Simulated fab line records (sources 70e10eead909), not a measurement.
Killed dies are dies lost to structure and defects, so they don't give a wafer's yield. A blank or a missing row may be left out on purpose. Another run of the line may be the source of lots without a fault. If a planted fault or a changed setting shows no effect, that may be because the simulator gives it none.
fab line records -- flow nandHarc
[record] lots = 24, wafers = 72, lastDay = 24
route steps=1159 shown A_CONTACT@916 A_BLC@982 A_M0@1006
lots with no fault: from the same line, run without faults
startH: hours from the record's first day to the start of the lot's first wafer shown -- waitH: hours from the lot's prior step to this one -- " as in the row above -- L1.1+2: several wafers, shown together as one row -- - no value, or no start given -- * or withheld: withheld -- < > ~ a bound
route shown NAME@n: a module of which the file shows steps, and the number in the route of the first -- usual: mean and standard deviation over wafers with no fault -- same: alike in all rows -- chamber/n: place in a boat -- sites: readings site by site -- _std_site: how widely they spread, as a standard deviation -- _edge_site: inner sites' mean taken away from outer sites' mean -- radiusMm: how far each site lies from the wafer's centre -- mask NAME#n: copy n -- behind: the tool/chamber that last shaped the wafer -- hold: why the lot went on hold/how many hours it stayed there/how the hold came to an end -- device: the transistor (n, p or np) that didn't switch -- end of line: the same wafers' tests at the end of the route -- for a step that has no rows: nothing shown but its recipe -- killed: the dies lost at the first sort to structure and to defects; this is not the yield of the wafer -- map: per-die view of a wafer (x killed, . not killed, _ where there is no die)
set.NAME: the setting the step ran with; set.NAME@STEP: the setting that earlier step ran with -- model.NAME: the simulator's own value behind a step, which no gauge read
the route's steps for a sample of lots (tables are steps, rows are wafers)
services: a tool's chamber out of use, with start hour (startH, from the record's first day; less than 0 if before it), hours out, and reason
[[steps]]
[step NHARC_A_CONTACT_CD_MEAS_80]
[usual] cdNm = 189.3/0.83
lot.wafer,tool,chamber,startH,waitH,cdNm
L075.1,cdSem-03,-,376.91,-,189.3
L075.4,cdSem-03,-,376.91,-,189.9
L075.5,cdSem-03,-,376.91,-,190.0
L074.1,cdSem-03,-,380.99,-,188.0
L074.2,cdSem-03,-,380.99,-,188.0
L074.5,cdSem-03,-,380.99,-,187.4
L077.2,cdSem-03,-,392.78,-,189.3
L077.4,cdSem-03,-,392.78,-,189.5
L077.6,cdSem-03,-,392.78,-,189.6
L078.1,cdSem-01,-,393.07,-,188.0
L078.3,cdSem-01,-,393.07,-,188.6
L078.5,cdSem-01,-,393.07,-,188.0
L079.2,cdSem-03,-,397.57,-,190.0
L079.5,cdSem-03,-,397.57,-,190.0
L079.6,cdSem-03,-,397.57,-,189.5
L076.1,cdSem-03,-,398.65,-,189.8
L076.4,cdSem-03,-,398.65,-,189.8
L076.6,cdSem-03,-,398.65,-,189.6
L080.3,cdSem-02,-,401.69,-,188.9
L080.4,cdSem-02,-,401.69,-,188.3
L080.5,cdSem-02,-,401.69,-,188.6
L082.1,cdSem-03,-,429.96,-,189.8
L082.5,cdSem-03,-,429.96,-,189.9
L082.6,cdSem-03,-,429.96,-,190.2
L081.2,cdSem-02,-,430.35,-,188.9
L081.5,cdSem-02,-,430.35,-,188.9
L081.6,cdSem-02,-,430.35,-,189.1
L084.1,cdSem-02,-,435.98,-,189.1
L084.3,cdSem-02,-,435.98,-,189.6
L084.4,cdSem-02,-,435.98,-,188.6
L083.1,cdSem-03,-,439.52,-,189.5
L083.2,cdSem-03,-,439.52,-,189.6
L083.3,cdSem-03,-,439.52,-,189.4
L088.3,cdSem-02,-,456.20,-,189.0
L088.5,cdSem-02,-,456.20,-,188.2
L088.6,cdSem-02,-,456.20,-,188.2
L086.1,cdSem-01,-,456.58,-,187.0
L086.2,cdSem-01,-,456.58,-,187.5
L086.3,cdSem-01,-,456.58,-,186.9
L085.4,cdSem-01,-,460.48,-,190.4
L085.5,cdSem-01,-,460.48,-,190.3
L085.6,cdSem-01,-,460.48,-,190.4
L091.1,cdSem-01,-,468.29,-,190.1
L091.3,cdSem-01,-,468.29,-,190.0
L091.5,cdSem-01,-,468.29,-,189.2
L090.4,cdSem-02,-,469.13,-,189.5
L090.5,cdSem-02,-,469.13,-,189.6
L090.6,cdSem-02,-,469.13,-,189.6
L087.1,cdSem-02,-,471.93,-,190.0
L087.4,cdSem-02,-,471.93,-,190.0
L087.6,cdSem-02,-,471.93,-,189.9
L089.1,cdSem-03,-,473.09,-,189.8
L089.3,cdSem-03,-,473.09,-,189.7
L089.6,cdSem-03,-,473.09,-,189.6
L093.1,cdSem-01,-,485.42,-,189.0
L093.2,cdSem-01,-,485.42,-,189.3
L093.6,cdSem-01,-,485.42,-,188.9
L092.2,cdSem-02,-,506.40,-,189.0
L092.5,cdSem-02,-,506.40,-,188.8
L092.6,cdSem-02,-,506.40,-,188.4
L095.1,cdSem-01,-,509.56,-,188.7
L095.2,cdSem-01,-,509.56,-,189.5
L095.4,cdSem-01,-,509.56,-,189.1
L096.2,cdSem-03,-,509.80,-,189.8
L096.3,cdSem-03,-,509.80,-,190.4
L096.4,cdSem-03,-,509.80,-,189.6
L094.3,cdSem-01,-,519.80,-,190.5
L094.4,cdSem-01,-,519.80,-,190.3
L094.6,cdSem-01,-,519.80,-,189.8
L097.1,cdSem-02,-,521.40,-,190.2
L097.4,cdSem-02,-,521.40,-,189.8
L097.5,cdSem-02,-,521.40,-,189.9
[step NHARC_A_CONTACT_DEP_84]
[recipe] targetThkA = 20000, tempC = 400, material = aC
[usual] susceptorTempC = 399.99/0.21, throttleValvePct = 35.000/0.0089
lot.wafer,tool,chamber,startH,waitH,susceptorTempC,throttleValvePct
L075.1,aclDep-02,0,377.85,-,400.11,35.001
L075.4,aclDep-02,0,377.85,-,399.92,35.001
L075.5,aclDep-02,0,377.85,-,400.48,35.003
L074.1,aclDep-01,0,382.22,-,399.74,34.995
L074.2,aclDep-01,0,382.22,-,400.00,34.996
L074.5,aclDep-01,0,382.22,-,400.09,34.994
L077.2,aclDep-01,0,394.06,-,399.98,34.996
L077.4,aclDep-01,0,394.06,-,399.98,34.983
L077.6,aclDep-01,0,394.06,-,399.98,34.993
L078.1,aclDep-02,0,394.26,-,400.34,34.992
L078.3,aclDep-02,0,394.26,-,399.85,34.993
L078.5,aclDep-02,0,394.26,-,399.60,35.000
L079.2,aclDep-02,0,400.85,-,400.03,35.008
L079.5,aclDep-02,0,400.85,-,399.85,35.015
L079.6,aclDep-02,0,400.85,-,400.24,34.999
L076.1,aclDep-01,0,401.06,-,-,34.990
L076.4,aclDep-01,0,401.06,-,-,34.996
L076.6,aclDep-01,0,401.06,-,-,35.007
L080.3,aclDep-02,0,404.14,-,-,34.991
L080.4,aclDep-02,0,404.14,-,-,34.975
L080.5,aclDep-02,0,404.14,-,-,35.002
L082.1,aclDep-03,0,431.86,-,-,35.000
L082.5,aclDep-03,0,431.86,-,-,34.995
L082.6,aclDep-03,0,431.86,-,-,34.981
L081.2,aclDep-02,0,432.25,-,399.99,34.991
L081.5,aclDep-02,0,432.25,-,400.28,34.989
L081.6,aclDep-02,0,432.25,-,400.36,35.006
L084.1,aclDep-02,0,437.18,-,-,34.998
L084.3,aclDep-02,0,437.18,-,-,35.002
L084.4,aclDep-02,0,437.18,-,-,35.021
L083.1,aclDep-03,0,440.77,-,399.87,35.000
L083.2,aclDep-03,0,440.77,-,399.95,35.003
L083.3,aclDep-03,0,440.77,-,399.97,34.993
L088.3,aclDep-03,0,457.64,-,-,35.008
L088.5,aclDep-03,0,457.64,-,-,34.990
L088.6,aclDep-03,0,457.64,-,-,35.002
L086.1,aclDep-02,0,458.04,-,399.91,35.001
L086.2,aclDep-02,0,458.04,-,399.78,35.003
L086.3,aclDep-02,0,458.04,-,400.25,34.996
L085.4,aclDep-01,0,462.04,-,399.96,34.995
L085.5,aclDep-01,0,462.04,-,400.42,34.993
L085.6,aclDep-01,0,462.04,-,400.27,35.014
L091.1,aclDep-01,0,470.97,-,400.16,34.992
L091.3,aclDep-01,0,470.97,-,400.42,34.998
L091.5,aclDep-01,0,470.97,-,400.22,35.019
L090.4,aclDep-01,0,472.84,-,400.05,35.000
L090.5,aclDep-01,0,472.84,-,399.99,35.013
L090.6,aclDep-01,0,472.84,-,399.75,34.999
L087.1,aclDep-03,0,472.96,-,400.12,34.996
L087.4,aclDep-03,0,472.96,-,400.01,35.007
L087.6,aclDep-03,0,472.96,-,399.84,35.001
L089.1,aclDep-02,0,474.49,-,399.73,35.001
L089.3,aclDep-02,0,474.49,-,399.97,35.002
L089.6,aclDep-02,0,474.49,-,400.04,34.993
L093.1,aclDep-01,0,489.27,-,399.85,34.990
L093.2,aclDep-01,0,489.27,-,400.05,35.002
L093.6,aclDep-01,0,489.27,-,400.13,35.004
L092.2,aclDep-03,0,508.12,-,-,35.020
L092.5,aclDep-03,0,508.12,-,-,34.987
L092.6,aclDep-03,0,508.12,-,-,34.992
L095.1,aclDep-03,0,510.93,-,-,35.001
L095.2,aclDep-03,0,510.93,-,-,35.002
L095.4,aclDep-03,0,510.93,-,-,35.003
L096.2,aclDep-01,0,511.37,-,399.72,35.008
L096.3,aclDep-01,0,511.37,-,399.76,34.997
L096.4,aclDep-01,0,511.37,-,399.92,35.009
L094.3,aclDep-02,0,521.17,-,399.56,35.002
L094.4,aclDep-02,0,521.17,-,399.83,34.999
L094.6,aclDep-02,0,521.17,-,399.88,34.995
L097.1,aclDep-03,0,523.39,-,399.96,34.998
L097.4,aclDep-03,0,523.39,-,399.97,35.017
L097.5,aclDep-03,0,523.39,-,400.20,34.996
[step NHARC_A_CONTACT_OVL_MEAS_09]
[usual] overlayXNm = -0.2/0.69, overlayYNm = 0.1/1
lot.wafer,tool,chamber,startH,waitH,overlayXNm,overlayYNm
L075.1,overlay-02,-,379.93,-,0.1,-0.6
L075.4,overlay-02,-,379.93,-,0.1,-0.5
L075.5,overlay-02,-,379.93,-,0.2,-0.6
L074.1,overlay-01,-,384.34,-,1.4,-1.2
L074.2,overlay-01,-,384.34,-,1.1,-0.5
L074.5,overlay-01,-,384.34,-,1.1,-1.4
L077.2,overlay-02,-,396.06,-,-1.1,1.2
L077.4,overlay-02,-,396.06,-,-1.0,0.7
L077.6,overlay-02,-,396.06,-,-0.9,0.3
L078.1,overlay-02,-,396.22,-,0.0,0.7
L078.3,overlay-02,-,396.22,-,-0.2,0.6
L078.5,overlay-02,-,396.22,-,0.6,0.0
L079.2,overlay-02,-,402.72,-,-0.6,1.0
L079.5,overlay-02,-,402.72,-,0.4,0.3
L079.6,overlay-02,-,402.72,-,0.4,0.4
L076.1,overlay-01,-,403.12,-,-1.0,-0.7
L076.4,overlay-01,-,403.12,-,-0.5,-0.2
L076.6,overlay-01,-,403.12,-,-0.3,-0.2
L080.3,overlay-01,-,405.80,-,-0.2,0.2
L080.4,overlay-01,-,405.80,-,0.0,-0.1
L080.5,overlay-01,-,405.80,-,0.0,0.3
L082.1,overlay-01,-,433.94,-,0.7,-0.7
L082.5,overlay-01,-,433.94,-,0.3,-1.1
L082.6,overlay-01,-,433.94,-,0.6,-0.8
L081.2,overlay-02,-,434.12,-,-0.4,-1.1
L081.5,overlay-02,-,434.12,-,-0.4,-0.7
L081.6,overlay-02,-,434.12,-,0.0,-1.1
L084.1,overlay-02,-,439.15,-,-0.9,0.3
L084.3,overlay-02,-,439.15,-,-1.2,0.3
L084.4,overlay-02,-,439.15,-,-0.8,-0.2
L083.1,overlay-02,-,442.86,-,-0.3,0.4
L083.2,overlay-02,-,442.86,-,-0.8,0.4
L083.3,overlay-02,-,442.86,-,-0.7,0.9
L088.3,overlay-02,-,459.17,-,-0.5,-0.6
L088.5,overlay-02,-,459.17,-,-0.9,-1.1
L088.6,overlay-02,-,459.17,-,-0.5,-0.5
L086.1,overlay-01,-,460.12,-,-1.0,2.1
L086.2,overlay-01,-,460.12,-,-0.9,2.9
L086.3,overlay-01,-,460.12,-,-1.5,1.9
L085.4,overlay-01,-,463.37,-,0.1,2.5
L085.5,overlay-01,-,463.37,-,-0.1,1.6
L085.6,overlay-01,-,463.37,-,-0.6,1.8
L091.1,overlay-02,-,473.14,-,0.4,-1.1
L091.3,overlay-02,-,473.14,-,0.3,-0.9
L091.5,overlay-02,-,473.14,-,0.5,-1.3
L090.4,overlay-02,-,474.39,-,0.1,0.7
L090.5,overlay-02,-,474.39,-,0.3,0.5
L090.6,overlay-02,-,474.39,-,0.2,0.9
L087.1,overlay-02,-,475.07,-,-0.7,0.4
L087.4,overlay-02,-,475.07,-,-1.1,0.9
L087.6,overlay-02,-,475.07,-,-1.1,0.6
L089.1,overlay-01,-,476.56,-,-0.8,0.4
L089.3,overlay-01,-,476.56,-,-0.3,-0.1
L089.6,overlay-01,-,476.56,-,-0.6,0.1
L093.1,overlay-02,-,491.35,-,-0.9,0.2
L093.2,overlay-02,-,491.35,-,-0.9,0.0
L093.6,overlay-02,-,491.35,-,-1.0,0.3
L092.2,overlay-01,-,509.98,-,0.2,-0.7
L092.5,overlay-01,-,509.98,-,0.4,-1.3
L092.6,overlay-01,-,509.98,-,0.0,-1.5
L095.1,overlay-02,-,512.89,-,0.7,-0.6
L095.2,overlay-02,-,512.89,-,0.4,-0.2
L095.4,overlay-02,-,512.89,-,1.1,-0.4
L096.2,overlay-02,-,513.13,-,-1.5,0.7
L096.3,overlay-02,-,513.13,-,-2.2,0.9
L096.4,overlay-02,-,513.13,-,-1.0,1.4
L094.3,overlay-01,-,522.84,-,-0.7,2.2
L094.4,overlay-01,-,522.84,-,-1.2,2.4
L094.6,overlay-01,-,522.84,-,-0.3,2.1
L097.1,overlay-02,-,525.34,-,0.2,-1.3
L097.4,overlay-02,-,525.34,-,0.0,-1.1
L097.5,overlay-02,-,525.34,-,0.5,-1.1
[step NHARC_A_BLC_STRIP_29]
[recipe] cf4FlowSccm = 150, arFlowSccm = 0, biasW = 0, chemistry = CF4
[usual] drypumpMotorCurrentA = 5.8/0.31, oesProductAu = 0.999/0.0081, rfVppV = 59.3/0.9, showerheadPlenumPTorr = 1.76/0.071, throttleValvePct = 13.284/0.0088
[same] biasW = 0
lot.wafer,tool,chamber,startH,waitH,drypumpMotorCurrentA,oesProductAu,rfHoursCounterH,rfVppV,showerheadPlenumPTorr,throttleValvePct
L075.4,rieDiel-08,0,395.35,0.1,5.8,0.999,11,59.8,1.81,13.287
L075.1,rieDiel-08,1,395.35,0.1,5.5,0.999,10,58.9,1.77,13.297
L075.5,rieDiel-08,3,395.35,0.1,5.5,1.016,-,59.3,1.71,13.281
L074.1,rieDiel-04,3,397.18,0.1,6.0,0.997,9,58.6,1.87,13.273
L074.2,rieDiel-04,0,397.18,0.1,5.6,0.998,10,59.6,1.67,13.279
L074.5,rieDiel-04,3,397.18,0.1,6.0,1.007,-,60.1,1.87,13.289
L078.3,rieDiel-04,3,403.71,0.1,6.0,0.996,10,59.3,1.87,13.295
L078.1,rieDiel-04,0,403.71,0.1,5.5,0.998,10,58.6,1.66,13.291
L078.5,rieDiel-04,2,403.71,0.1,6.3,0.997,-,59.4,1.78,13.290
L077.2,rieDiel-04,0,404.54,0.1,5.5,1.002,10,58.9,1.66,13.288
L077.4,rieDiel-04,2,404.54,0.1,6.3,1.006,10,59.1,1.78,13.277
L077.6,rieDiel-04,1,404.54,0.1,5.7,1.011,-,59.5,1.74,13.287
L079.2,rieDiel-02,2,409.71,0.1,5.8,0.991,24,59.0,1.68,13.289
L079.5,rieDiel-02,1,409.71,0.1,5.4,1.001,-,58.2,1.65,13.282
L079.6,rieDiel-02,2,409.71,0.1,5.8,1.000,-,57.7,1.68,13.287
L076.1,rieDiel-08,1,413.92,0.1,5.5,0.994,12,59.3,1.77,13.301
L076.4,rieDiel-08,0,413.92,0.1,5.8,0.996,13,58.0,1.81,13.290
L076.6,rieDiel-08,1,413.92,0.1,5.5,1.007,-,60.7,1.77,13.288
L080.3,rieDiel-02,3,414.66,0.1,6.3,1.002,26,58.8,1.85,13.298
L080.4,rieDiel-02,1,414.66,0.1,5.4,1.002,24,57.5,1.65,13.272
L080.5,rieDiel-02,3,414.66,0.1,6.2,1.003,-,59.2,1.85,13.275
L082.1,rieDiel-08,2,443.57,0.1,5.7,0.999,13,58.5,1.80,13.265
L082.6,rieDiel-08,0,443.57,0.1,5.8,0.994,-,60.0,1.81,13.292
L082.5,rieDiel-08,1,443.57,0.1,5.5,0.991,-,59.5,1.77,13.289
L081.2,rieDiel-02,1,444.82,0.1,5.4,1.002,35,58.4,1.65,13.283
L081.5,rieDiel-02,1,444.82,0.1,5.4,1.012,-,58.7,1.65,13.287
L081.6,rieDiel-02,2,444.82,0.1,5.8,1.001,-,58.0,1.67,13.282
L084.3,rieDiel-08,1,446.74,0.1,5.5,1.007,14,59.1,1.77,13.292
L084.4,rieDiel-08,2,446.74,0.1,5.7,1.004,13,59.8,1.80,13.292
L084.1,rieDiel-08,3,446.74,0.1,5.5,0.996,14,61.4,1.70,13.278
L083.2,rieDiel-08,0,452.96,0.1,5.8,0.984,16,59.9,1.81,13.299
L083.1,rieDiel-08,1,452.96,0.1,5.5,1.001,14,59.6,1.77,13.272
L083.3,rieDiel-08,3,452.96,0.1,5.5,1.002,15,59.5,1.71,13.289
L088.3,rieDiel-02,1,467.34,0.1,5.4,0.996,43,59.5,1.65,13.290
L088.6,rieDiel-02,3,467.34,0.1,6.3,1.015,-,58.4,1.85,13.275
L088.5,rieDiel-02,0,467.34,0.1,5.2,1.001,-,59.0,1.78,13.272
L086.2,rieDiel-02,1,468.74,0.1,5.4,1.006,43,59.4,1.65,13.281
L086.3,rieDiel-02,2,468.74,0.1,5.8,0.999,44,60.6,1.67,13.285
L086.1,rieDiel-02,3,468.74,0.1,6.3,1.013,39,59.3,1.85,13.283
L085.4,rieDiel-02,2,470.85,0.1,5.8,0.996,45,61.1,1.67,13.274
L085.5,rieDiel-02,1,470.85,0.1,5.4,1.006,-,57.9,1.65,13.287
L085.6,rieDiel-02,2,470.85,0.1,5.8,1.002,-,60.0,1.67,13.288
L090.6,rieDiel-04,3,483.45,0.1,6.0,1.006,-,58.2,1.87,13.284
L090.5,rieDiel-04,1,483.45,0.1,5.7,1.000,-,58.2,1.74,13.287
L090.4,rieDiel-04,2,483.45,0.1,6.3,1.014,-,58.3,1.78,13.273
L091.3,rieDiel-04,3,484.38,0.1,6.0,0.997,2,60.9,1.87,13.286
L091.1,rieDiel-04,0,484.38,0.1,5.6,1.006,1,59.4,1.66,13.285
L091.5,rieDiel-04,2,484.38,0.1,6.2,1.000,-,59.2,1.78,13.284
L087.1,rieDiel-04,3,484.88,0.1,6.0,1.004,2,61.6,1.87,13.283
L087.4,rieDiel-04,0,484.88,0.1,5.5,0.992,1,59.6,1.66,13.280
L087.6,rieDiel-04,3,484.88,0.1,6.0,0.990,-,60.2,1.87,13.293
L089.1,rieDiel-02,2,485.88,0.1,5.8,0.986,52,59.3,1.67,13.283
L089.3,rieDiel-02,1,485.88,0.1,5.4,0.997,51,60.0,1.65,13.281
L089.6,rieDiel-02,3,485.88,0.1,6.3,1.014,-,59.5,1.84,13.293
L093.2,rieDiel-04,1,503.07,0.1,5.7,1.007,3,57.7,1.74,13.287
L093.1,rieDiel-04,0,503.07,0.1,5.6,0.994,2,59.7,1.66,13.270
L093.6,rieDiel-04,1,503.07,0.1,5.7,1.004,-,58.6,1.73,13.271
L092.2,rieDiel-04,3,516.66,0.1,6.0,0.992,4,58.8,1.87,13.289
L092.5,rieDiel-04,1,516.66,0.1,5.7,0.998,-,59.2,1.73,13.274
L092.6,rieDiel-04,2,516.66,0.1,6.3,1.008,-,60.8,1.78,13.291
L095.1,rieDiel-04,3,522.38,0.1,6.0,0.990,5,59.9,1.87,13.275
L095.4,rieDiel-04,0,522.38,0.1,5.6,0.979,4,59.4,1.66,13.276
L095.2,rieDiel-04,2,522.38,0.1,6.3,0.991,5,59.2,1.78,13.290
L096.4,rieDiel-08,3,522.54,0.1,5.5,1.005,3,60.0,1.70,13.288
L096.2,rieDiel-08,0,522.54,0.1,5.8,0.981,3,60.3,1.81,13.283
L096.3,rieDiel-08,1,522.54,0.1,5.5,1.001,3,59.1,1.77,13.281
L094.4,rieDiel-04,2,537.54,0.1,6.3,1.008,7,59.4,1.78,13.281
L094.3,rieDiel-04,3,537.54,0.1,6.0,0.998,7,60.2,1.87,13.286
L094.6,rieDiel-04,1,537.54,0.1,5.7,1.006,-,59.2,1.73,13.293
L097.4,rieDiel-04,0,538.26,0.1,5.6,0.988,5,59.3,1.66,13.259
L097.1,rieDiel-04,1,538.26,0.1,5.7,0.988,6,58.2,1.73,13.274
L097.5,rieDiel-04,3,538.26,0.1,6.0,0.999,-,60.1,1.87,13.270
[step NHARC_A_M0_INSPECT_11]
[usual] rawDefectCount = 29/11
lot.wafer,tool,chamber,startH,waitH,rawDefectCount
L075.1,defectInspect-02,-,399.69,0.0,22
L075.4,defectInspect-02,-,399.69,0.0,20
L075.5,defectInspect-02,-,399.69,0.0,19
L074.1,defectInspect-01,-,400.33,0.0,34
L074.2,defectInspect-01,-,400.33,0.0,28
L074.5,defectInspect-01,-,400.33,0.0,41
L078.1,defectInspect-02,-,406.53,0.0,28
L078.3,defectInspect-02,-,406.53,0.0,24
L078.5,defectInspect-02,-,406.53,0.0,31
L077.2,defectInspect-02,-,407.48,0.0,39
L077.4,defectInspect-02,-,407.48,0.0,33
L077.6,defectInspect-02,-,407.48,0.0,41
L079.2,defectInspect-01,-,414.22,0.0,6
L079.5,defectInspect-01,-,414.22,0.0,7
L079.6,defectInspect-01,-,414.22,0.0,14
L076.1,defectInspect-01,-,422.27,0.0,28
L076.4,defectInspect-01,-,422.27,0.0,22
L076.6,defectInspect-01,-,422.27,0.0,32
L080.3,defectInspect-02,-,422.72,0.0,51
L080.4,defectInspect-02,-,422.72,0.0,42
L080.5,defectInspect-02,-,422.72,0.0,37
L082.1,defectInspect-02,-,446.48,0.0,25
L082.5,defectInspect-02,-,446.48,0.0,27
L082.6,defectInspect-02,-,446.48,0.0,17
L081.2,defectInspect-02,-,451.89,0.0,23
L081.5,defectInspect-02,-,451.89,0.0,25
L081.6,defectInspect-02,-,451.89,0.0,29
L084.1,defectInspect-01,-,452.33,0.0,17
L084.3,defectInspect-01,-,452.33,0.0,20
L084.4,defectInspect-01,-,452.33,0.0,16
L083.1,defectInspect-01,-,458.16,0.0,20
L083.2,defectInspect-01,-,458.16,0.0,29
L083.3,defectInspect-01,-,458.16,0.0,32
L088.3,defectInspect-02,-,472.77,0.0,61
L088.5,defectInspect-02,-,472.77,0.0,47
L088.6,defectInspect-02,-,472.77,0.0,50
L086.1,defectInspect-01,-,473.19,0.0,33
L086.2,defectInspect-01,-,473.19,0.0,36
L086.3,defectInspect-01,-,473.19,0.0,34
L085.4,defectInspect-01,-,473.80,0.0,27
L085.5,defectInspect-01,-,473.80,0.0,33
L085.6,defectInspect-01,-,473.80,0.0,27
L090.4,defectInspect-01,-,490.64,0.0,55
L090.5,defectInspect-01,-,490.64,0.0,63
L090.6,defectInspect-01,-,490.64,0.0,54
L091.1,defectInspect-02,-,491.37,0.0,32
L091.3,defectInspect-02,-,491.37,0.0,40
L091.5,defectInspect-02,-,491.37,0.0,35
L087.1,defectInspect-02,-,491.52,0.0,37
L087.4,defectInspect-02,-,491.52,0.0,24
L087.6,defectInspect-02,-,491.52,0.0,42
L089.1,defectInspect-01,-,491.67,0.0,34
L089.3,defectInspect-01,-,491.67,0.0,39
L089.6,defectInspect-01,-,491.67,0.0,26
L093.1,defectInspect-02,-,506.33,0.0,36
L093.2,defectInspect-02,-,506.33,0.0,29
L093.6,defectInspect-02,-,506.33,0.0,35
L092.2,defectInspect-02,-,522.10,0.0,28
L092.5,defectInspect-02,-,522.10,0.0,25
L092.6,defectInspect-02,-,522.10,0.0,23
L095.1,defectInspect-02,-,528.08,0.0,14
L095.2,defectInspect-02,-,528.08,0.0,20
L095.4,defectInspect-02,-,528.08,0.0,12
L096.2,defectInspect-02,-,528.36,0.0,14
L096.3,defectInspect-02,-,528.36,0.0,25
L096.4,defectInspect-02,-,528.36,0.0,16
L094.3,defectInspect-01,-,540.33,0.0,20
L094.4,defectInspect-01,-,540.33,0.0,22
L094.6,defectInspect-01,-,540.33,0.0,23
L097.1,defectInspect-02,-,541.07,0.0,13
L097.4,defectInspect-02,-,541.07,0.0,12
L097.5,defectInspect-02,-,541.07,0.0,10
[step NHARC_A_M0_PRE_CLEAN_29]
[recipe] timeS = 30, tempC = 280, gas = H2/He
[usual] heaterPowerW = 441/54, susceptorTempC = 279.99/0.16
lot.wafer,tool,chamber,startH,waitH,heaterPowerW,susceptorTempC
L075.4,pvdSputter-01,-,-,-,423,280.13
L075.1,pvdSputter-01,-,-,-,440,279.75
L075.5,pvdSputter-01,-,-,-,437,280.06
L074.1,pvdSputter-01,-,-,-,443,280.06
L074.2,pvdSputter-01,-,-,-,394,279.96
L074.5,pvdSputter-01,-,-,-,430,279.89
L078.1,pvdSputter-02,-,-,-,406,280.01
L078.3,pvdSputter-02,-,-,-,422,280.13
L078.5,pvdSputter-02,-,-,-,390,279.95
L077.4,pvdSputter-01,-,-,-,385,279.98
L077.2,pvdSputter-01,-,-,-,423,280.16
L077.6,pvdSputter-01,-,-,-,436,279.97
L079.2,pvdSputter-01,-,-,-,386,279.98
L079.5,pvdSputter-01,-,-,-,428,279.91
L079.6,pvdSputter-01,-,-,-,482,280.15
L076.4,pvdSputter-01,-,-,-,443,279.85
L076.1,pvdSputter-01,-,-,-,392,279.82
L076.6,pvdSputter-01,-,-,-,436,279.87
L080.4,pvdSputter-02,-,-,-,407,280.10
L080.3,pvdSputter-02,-,-,-,397,279.66
L080.5,pvdSputter-02,-,-,-,416,280.13
L082.1,pvdSputter-03,-,-,-,446,-
L082.6,pvdSputter-03,-,-,-,439,-
L082.5,pvdSputter-03,-,-,-,495,-
L081.2,pvdSputter-01,-,-,-,470,280.16
L081.5,pvdSputter-01,-,-,-,435,279.98
L081.6,pvdSputter-01,-,-,-,388,279.92
L084.1,pvdSputter-02,-,-,-,412,279.99
L084.3,pvdSputter-02,-,-,-,434,279.99
L084.4,pvdSputter-02,-,-,-,392,279.96
L083.1,pvdSputter-01,-,-,-,433,280.10
L083.2,pvdSputter-01,-,-,-,389,280.03
L083.3,pvdSputter-01,-,-,-,426,280.12
L088.3,pvdSputter-01,-,-,-,469,279.89
L088.5,pvdSputter-01,-,-,-,443,279.62
L088.6,pvdSputter-01,-,-,-,400,280.44
L086.2,pvdSputter-03,-,-,-,402,280.24
L086.3,pvdSputter-03,-,-,-,476,279.77
L086.1,pvdSputter-03,-,-,-,434,279.63
L085.4,pvdSputter-01,-,-,-,387,280.08
L085.6,pvdSputter-01,-,-,-,427,279.97
L085.5,pvdSputter-01,-,-,-,477,279.95
L090.4,pvdSputter-01,-,-,-,443,280.06
L090.5,pvdSputter-01,-,-,-,389,279.87
L090.6,pvdSputter-01,-,-,-,426,279.80
L091.1,pvdSputter-03,-,-,-,414,279.95
L091.3,pvdSputter-03,-,-,-,443,279.77
L091.5,pvdSputter-03,-,-,-,601,279.99
L087.1,pvdSputter-01,-,-,-,447,279.92
L087.4,pvdSputter-01,-,-,-,424,279.83
L087.6,pvdSputter-01,-,-,-,478,280.29
L089.3,pvdSputter-02,-,-,-,395,279.97
L089.1,pvdSputter-02,-,-,-,428,279.92
L089.6,pvdSputter-02,-,-,-,386,279.59
L093.2,pvdSputter-03,-,-,-,600,280.34
L093.1,pvdSputter-03,-,-,-,439,279.85
L093.6,pvdSputter-03,-,-,-,615,280.20
L092.2,pvdSputter-03,-,-,-,445,279.94
L092.6,pvdSputter-03,-,-,-,437,279.99
L092.5,pvdSputter-03,-,-,-,614,279.88
L095.2,pvdSputter-03,-,-,-,484,280.03
L095.1,pvdSputter-03,-,-,-,447,279.67
L095.4,pvdSputter-03,-,-,-,606,279.85
L096.2,pvdSputter-02,-,-,-,391,280.16
L096.4,pvdSputter-02,-,-,-,414,280.12
L096.3,pvdSputter-02,-,-,-,399,279.86
L094.4,pvdSputter-03,-,-,-,467,-
L094.3,pvdSputter-03,-,-,-,440,-
L094.6,pvdSputter-03,-,-,-,595,-
L097.4,pvdSputter-02,-,-,-,427,280.09
L097.1,pvdSputter-02,-,-,-,401,279.80
L097.5,pvdSputter-02,-,-,-,437,279.97
[[services]]
tool,chamber,startH,hours,kind
rieDiel-08,3,356.36,3.5,repair
rieDiel-04,0,371.90,-,clean
rieDiel-04,1,371.90,-,clean
rieDiel-04,2,371.90,-,clean
rieDiel-04,3,371.90,-,clean
pvdSputter-02,-,394.17,10.0,pm
pvdSputter-03,-,403.52,0.9,repair
aclDep-03,-,405.31,13.0,pm
pvdSputter-03,-,406.12,5.2,repair
rieDiel-02,3,432.61,17.1,repair
pvdSputter-01,-,453.77,5.1,repair
rieDiel-04,-,466.13,9.0,pm
aclDep-01,-,476.27,13.0,pm
rieDiel-08,-,478.80,9.0,pm
rieDiel-02,0,479.78,10.0,repair
rieDiel-04,0,480.29,3.7,repair
pvdSputter-02,-,486.75,1.9,repair
rieDiel-02,3,487.03,13.1,repair
rieDiel-02,2,488.32,6.9,repair
rieDiel-02,-,505.15,9.0,pm
pvdSputter-01,-,527.33,10.0,pm
rieDiel-08,0,530.59,4.2,repair
aclDep-02,-,535.77,13.0,pm
pvdSputter-02,-,535.88,3.1,repair
[[key]]
fault none
